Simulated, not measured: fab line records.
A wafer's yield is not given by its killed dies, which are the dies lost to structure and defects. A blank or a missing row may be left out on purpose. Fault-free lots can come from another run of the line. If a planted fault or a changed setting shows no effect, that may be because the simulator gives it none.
Which tool did it?	flow n5Finfet	41 wafers from 14 lots sampled at 6 of the route's 1938 steps

## WHAT EACH GAUGE READ, for each wafer
N5_SD_EPI_N_CD_MEAS_09: the cd target is 120 nm. Usual: cdNm reads 119.9 nm (standard deviation 0.64).
lot	measured	on	cdNm (nm)	flag
L850	day 3 12:04	cdSem-02	120.5 119.1 119.4	
L851	day 3 19:58	cdSem-02	119.4 120.6 119.3	
L852	day 4 01:11	cdSem-01	119.1 119.1 119.3	
L853	day 4 09:07	cdSem-01	118.9 119.9 119.9	
L854	day 4 15:48	cdSem-02	119.2 119.3	
L855	day 4 22:19	cdSem-01	119.8 118.8 120.6	
L859	day 5 20:07	cdSem-03	59.6 119.8 60.8	OFF
L860	day 6 02:35	cdSem-03	119.9 119.5 120.6	
L862	day 6 13:11	cdSem-02	60.4 121.0 60.7	OFF
L863	day 6 21:01	cdSem-02	121.6 120.3 120.0	
L864	day 6 23:53	cdSem-03	120.8 120.7 120.4	
L865	day 7 05:37	cdSem-02	119.1 119.5 120.6	
L866	day 7 11:23	cdSem-03	119.5 120.3 120.1	
L867	day 7 18:44	cdSem-01	119.3 119.1 119.3	

N5_BEOL_M4_RC_MEAS_101. Usual: DIBL_N 35.8 mV/V, standard deviation 1.5; DIBL_P 35.9 mV/V, standard deviation 1.8; IOFF_N 0.152 nA/um, standard deviation 0.025; IOFF_P 0.21 nA/um, standard deviation 0.031; ION_N 672 uA/um, standard deviation 11; ION_P 462 uA/um, standard deviation 7.4; SS_N 71.5 mV/dec, standard deviation 0.52; SS_P 73.2 mV/dec, standard deviation 0.54; VT_N 250 mV, standard deviation 3; VT_P -250 mV, standard deviation 3.3.
lot	measured	on	DIBL_N (mV/V)	DIBL_P (mV/V)	IOFF_N (nA/um)	IOFF_P (nA/um)	ION_N (uA/um)	ION_P (uA/um)	SS_N (mV/dec)	SS_P (mV/dec)	VT_N (mV)	VT_P (mV)	flag
L850	day 8 10:56	prober-02	37.5 38.5 35.5	36.4 38.3 34.8	0.161 0.195 0.131	0.23 0.27 0.20	675 690 665	467 474 465	71.4 72.0 71.7	73.3 73.9 73.3	249 244 251	-247 -245 -248	
L851	day 8 10:41	prober-01	34.4 37.0 36.8	31.2 34.5 34.3	0.096 0.137 0.137	0.13 0.18 0.18	655 672 669	449 458 458	70.5 71.1 71.2	72.3 73.2 73.1	261 253 251	-260 -254 -255	
L852	day 9 07:46	prober-01	33.9 34.9 34.1	34.8 35.9 35.4	0.122 0.143 0.125	0.16 0.17 0.16	670 674 665	457 452 459	70.9 70.7 71.5	72.9 73.0 72.6	250 251 251	-254 -252 -256	
L853	day 9 10:22	prober-02	36.1 36.7 36.1	34.1 34.2 35.3	0.143 0.153 0.155	0.20 0.20 0.22	678 659 664	465 449 461	71.3 71.6 70.4	73.3 73.1 73.9	251 249 248	-249 -247 -247	
L854	day 10 03:01	prober-02	36.8 37.5	38.6 38.5	0.155 0.170	0.19 0.20	678 676	459 463	71.0 70.9	73.4 73.9	252 251	-252 -254	
L855	day 9 17:10	prober-02	37.0 37.5 35.0	36.6 37.7 33.7	0.143 0.146 0.112	0.19 0.19 0.14	670 665 661	459 453 450	71.6 71.9 71.4	73.8 74.1 72.9	252 254 256	-255 -255 -259	
L859	day 11 00:23	prober-02	36.5	35.2	0.167	0.21	681	466	72.1	72.9	251	-246	
L860	day 10 20:46	prober-01	37.1 34.2 35.5	37.8 34.8 36.5	0.177 0.128 0.145	0.23 0.18 0.20	667 677 672	458 467 459	71.3 71.8 71.3	74.7 73.7 74.1	248 252 251	-248 -250 -253	
L862	day 11 06:38	prober-01	35.6	35.4	0.143	0.20	667	464	71.7	73.0	253	-251	
L863	day 11 21:38	prober-02	35.2 38.9 35.4	36.2 40.1 35.7	0.142 0.205 0.134	0.20 0.27 0.20	675 687 658	461 475 456	71.5 72.3 71.5	73.4 74.0 72.7	250 245 250	-252 -247 -251	
L864	day 11 23:43	prober-01	37.7 36.0 36.5	38.6 35.8 38.0	0.218 0.172 0.196	0.29 0.23 0.28	700 676 706	484 465 489	72.0 71.6 72.4	74.3 72.8 73.7	244 245 245	-243 -248 -243	
L865	day 12 20:54	prober-01	34.6 36.3 35.0	35.8 37.8 36.7	0.160 0.185 0.175	0.20 0.24 0.22	672 692 701	456 470 472	71.6 71.3 71.0	73.2 73.8 73.5	247 245 246	-250 -250 -250	
L866	day 12 07:54	prober-02	35.5 34.3 34.1	37.1 37.2 36.0	0.182 0.175 0.154	0.24 0.24 0.21	682 694 675	460 471 460	71.9 71.1 71.2	73.3 72.5 72.7	247 245 250	-247 -250 -248	
L867	day 12 21:50	prober-02	36.3 36.0 35.3	38.6 39.4 37.1	0.179 0.177 0.159	0.24 0.26 0.22	677 689 683	463 477 462	71.6 71.5 71.4	73.8 73.7 73.4	247 248 251	-249 -248 -249	

## WHAT TOOL EACH LOT RAN ON (gives the tool, then ch and the chambers of the sampled wafers, and finally the start)
lot	N5_DUMMY_GATE_STRIP_41	N5_DUMMY_GATE_ETCH_44	N5_SPACER0_ALD_07	N5_SD_EPI_N_PEB_07
L850	rieDiel-06 ch 0,1,2, day 3 10:22	rieSi-06 ch 0,1,2, day 3 10:40	aldSin-03 ch 0,2,3, day 3 11:05	lithoTrack-01 ch 0, day 3 11:59
L851	rieDiel-05 ch 0,2,3, day 3 18:11	rieSi-05 ch 0,2,3, day 3 18:29	aldSin-04 ch 0,2,3, day 3 18:59	lithoTrack-02 ch 0, day 3 19:53
L852	rieDiel-05 ch 1,2, day 3 23:33	rieSi-01 ch 0,3, day 3 23:50	aldSin-03 ch 1,2, day 4 00:21	lithoTrack-03 ch 0, day 4 01:08
L853	rieDiel-01 ch 0,2, day 4 07:24	rieSi-05 ch 0,1,2, day 4 07:41	aldSin-03 ch 0,1,2, day 4 08:08	lithoTrack-01 ch 0, day 4 09:02
L854	rieDiel-06 ch 2,3, day 4 13:06	rieSi-01 ch 0,3, day 4 13:25	aldSin-03 ch 2,3, day 4 14:54	lithoTrack-03 ch 0, day 4 15:44
L855	rieDiel-01 ch 0,3, day 4 20:44	rieSi-05 ch 0,1, day 4 21:02	aldSin-03 ch 0,2,3, day 4 21:28	lithoTrack-03 ch 0, day 4 22:15
L859	rieDiel-01 ch 0,3, day 5 18:25	rieSi-05 ch 2,3, day 5 18:42	aldSin-01 ch 0,2, day 5 19:08	lithoTrack-01 ch 0, day 5 20:02
L860	rieDiel-01 ch 0,2,3, day 6 00:46	rieSi-05 ch 0,1,2, day 6 01:04	aldSin-04 ch 0,1,3, day 6 01:37	lithoTrack-02 ch 0, day 6 02:31
L862	rieDiel-05 ch 0,1,3, day 6 11:37	rieSi-05 ch 0,1,2, day 6 11:55	aldSin-01 ch 1,2, day 6 12:20	lithoTrack-01 ch 0, day 6 13:07
L863	rieDiel-06 ch 0,2,3, day 6 19:20	rieSi-06 ch 0,2,3, day 6 19:38	aldSin-04 ch 0,2,3, day 6 20:10	lithoTrack-02 ch 0, day 6 20:56
L864	rieDiel-06 ch 0,2,3, day 6 22:07	rieSi-06 ch 0,2,3, day 6 22:25	aldSin-03 ch 0,2,3, day 6 23:02	lithoTrack-03 ch 0, day 6 23:49
L865	rieDiel-05 ch 1,2,3, day 7 04:04	rieSi-05 ch 0,2,3, day 7 04:21	aldSin-01 ch 0,1,3, day 7 04:47	lithoTrack-03 ch 0, day 7 05:33
L866	rieDiel-05 ch 2,3, day 7 09:44	rieSi-05 ch 0,1,2, day 7 10:01	aldSin-04 ch 0,2,3, day 7 10:37	lithoTrack-03 ch 0, day 7 11:19
L867	rieDiel-06 ch 0,3, day 7 16:28	rieSi-01 ch 0,1,3, day 7 16:51	aldSin-03 ch 0,1,2, day 7 17:47	lithoTrack-03 ch 0, day 7 18:40
- N5_DUMMY_GATE_STRIP_41: strips in O2.
- N5_DUMMY_GATE_ETCH_44: etches poly-Si in HBr/O2, stops on SiO2, target depth 127.5 nm.
- N5_SPACER0_ALD_07: deposits SiNx, target thk 2 nm.
- N5_SD_EPI_N_PEB_07: peb time 60 s.

## AS READ BY THE TOOLS THEMSELVES (means over the sampled wafers that have a number; for cases with no such wafer, the mark the record gives instead)
N5_DUMMY_GATE_STRIP_41. Usual: drypumpMotorCurrentA 5.62 A, standard deviation 0.28; oesProductAu 0.77 a.u., standard deviation 0.075; rfVppV 3.6 V, standard deviation 0.5; showerheadPlenumPTorr 2.13 Torr, standard deviation 0.045; throttleValvePct 16.67 %, standard deviation 0.25.
lot	tool	drypumpMotorCurrentA (A)	oesProductAu (a.u.)	rfVppV (V)	showerheadPlenumPTorr (Torr)	throttleValvePct (%)	flag
L850	rieDiel-06	5.55	0.74	3.6	2.14	16.69	
L851	rieDiel-05	5.70	0.80	3.7	2.14	16.63	
L852	rieDiel-05	5.46	0.88	3.8	2.13	16.46	
L853	rieDiel-01	5.53	0.69	4.4	2.13	16.82	
L854	rieDiel-06	5.44	0.81	3.3	2.08	16.68	
L855	rieDiel-01	5.84	0.73	4.1	2.16	16.58	
L859	rieDiel-01	5.96	0.70	3.3	2.17	16.87	
L860	rieDiel-01	5.72	0.71	3.6	2.14	16.71	
L862	rieDiel-05	5.61	0.76	3.8	2.13	16.63	
L863	rieDiel-06	5.56	0.78	4.0	2.10	16.67	
L864	rieDiel-06	5.55	0.77	3.2	2.10	16.67	
L865	rieDiel-05	5.46	0.79	3.5	2.11	16.63	
L866	rieDiel-05	5.53	0.80	4.1	2.11	16.66	
L867	rieDiel-06	5.65	0.77	3.5	2.11	16.59	

N5_DUMMY_GATE_ETCH_44. Usual: O2_flow_sccm 9.997 sccm, standard deviation 0.028; drypumpMotorCurrentA 6.0 A, standard deviation 0.53; oesProductAu 0.728 a.u., standard deviation 0.012; throttleValvePct 18.44 %, standard deviation 0.21.
lot	tool	O2_flow_sccm (sccm)	drypumpMotorCurrentA (A)	oesProductAu (a.u.)	throttleValvePct (%)	flag
L850	rieSi-06	10.018	6.1	0.724	18.25	
L851	rieSi-05	9.998	5.9	0.718	18.50	
L852	rieSi-01	10.034	6.2	0.740	18.17	
L853	rieSi-05	9.988	5.7	0.730	18.42	
L854	rieSi-01	10.017	6.1	0.738	18.29	
L855	rieSi-05	10.016	6.0	0.726	18.53	
L859	rieSi-05	9.991	5.6	0.728	18.40	
L860	rieSi-05	9.995	5.8	0.721	18.41	
L862	rieSi-05	9.982	5.8	0.724	18.41	
L863	rieSi-06	9.988	5.9	0.738	18.36	
L864	rieSi-06	10.019	6.0	0.732	18.36	
L865	rieSi-05	10.015	5.9	0.717	18.50	
L866	rieSi-05	10.012	5.8	0.732	18.41	
L867	rieSi-01	9.989	6.2	0.733	18.37	

N5_SPACER0_ALD_07. Usual: heaterPowerW reads 879 W (standard deviation 100).
lot	tool	heaterPowerW (W)	flag
L850	aldSin-03	903	
L851	aldSin-04	861	
L852	aldSin-03	777	
L853	aldSin-03	813	
L854	aldSin-03	924	
L855	aldSin-03	912	
L859	aldSin-01	992	
L860	aldSin-04	817	
L862	aldSin-01	987	
L863	aldSin-04	871	
L864	aldSin-03	900	
L865	aldSin-01	861	
L866	aldSin-04	881	
L867	aldSin-03	818	

N5_SD_EPI_N_PEB_07. Usual: heaterPowerTotalW reads 175.6 W (standard deviation 1.6).
lot	tool	heaterPowerTotalW (W)	flag
L850	lithoTrack-01	175.6	
L851	lithoTrack-02	174.4	
L852	lithoTrack-03	176.6	
L853	lithoTrack-01	176.3	
L854	lithoTrack-03	175.5	
L855	lithoTrack-03	176.1	
L859	lithoTrack-01	306.3	OFF
L860	lithoTrack-02	175.6	
L862	lithoTrack-01	306.0	OFF
L863	lithoTrack-02	175.9	
L864	lithoTrack-03	174.3	
L865	lithoTrack-03	176.4	
L866	lithoTrack-03	175.7	
L867	lithoTrack-03	175.9	

## THE ANSWER, worked out from the rows above alone
Rule: take the mean of a lot's wafers that have a number; if it is more than 3 standard deviations from the usual mean, the lot is off. A lot without any number at a reading at which 4 lots or more have one is off too. Any other lot the step has rows for is counted as sound. After the gauges, taken in route order, come the tools' own readings; for these a lot's mean is taken, as printed above. At the first step where some lot is off, the reading lying furthest off is the one used; lots without a number count as furthest.
Off, at N5_SD_EPI_N_CD_MEAS_09 on cdNm: L859, L862.
If a tool, at a process step before that reading, ran all the lots that are off and no sound lot after the first of them, it fits. The gauges at N5_SD_EPI_N_CD_MEAS_09 aren't tried: what is off there is off at N5_SD_EPI_N_PEB_07 too, on other tools, and a gauge's error can't cause that. One fits: N5_SD_EPI_N_PEB_07 on lithoTrack-01. A fault onset in the window from L853 (day 4 09:02, its last sound lot) to L859 (day 5 20:02, its first lot off) fits.
The tool's own readings at N5_SD_EPI_N_PEB_07 bear it out: on the lots that are off they differ by more than 5 times the standard deviation of the sound lots' means. heaterPowerTotalW reads 306.1 W there against 175.7 W on the sound lots.

## WHAT THE SIMULATOR PUT IN
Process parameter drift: lithoTrack-01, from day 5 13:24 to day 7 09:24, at N5_SD_EPI_N_PEB_07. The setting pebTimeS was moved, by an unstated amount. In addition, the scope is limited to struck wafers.
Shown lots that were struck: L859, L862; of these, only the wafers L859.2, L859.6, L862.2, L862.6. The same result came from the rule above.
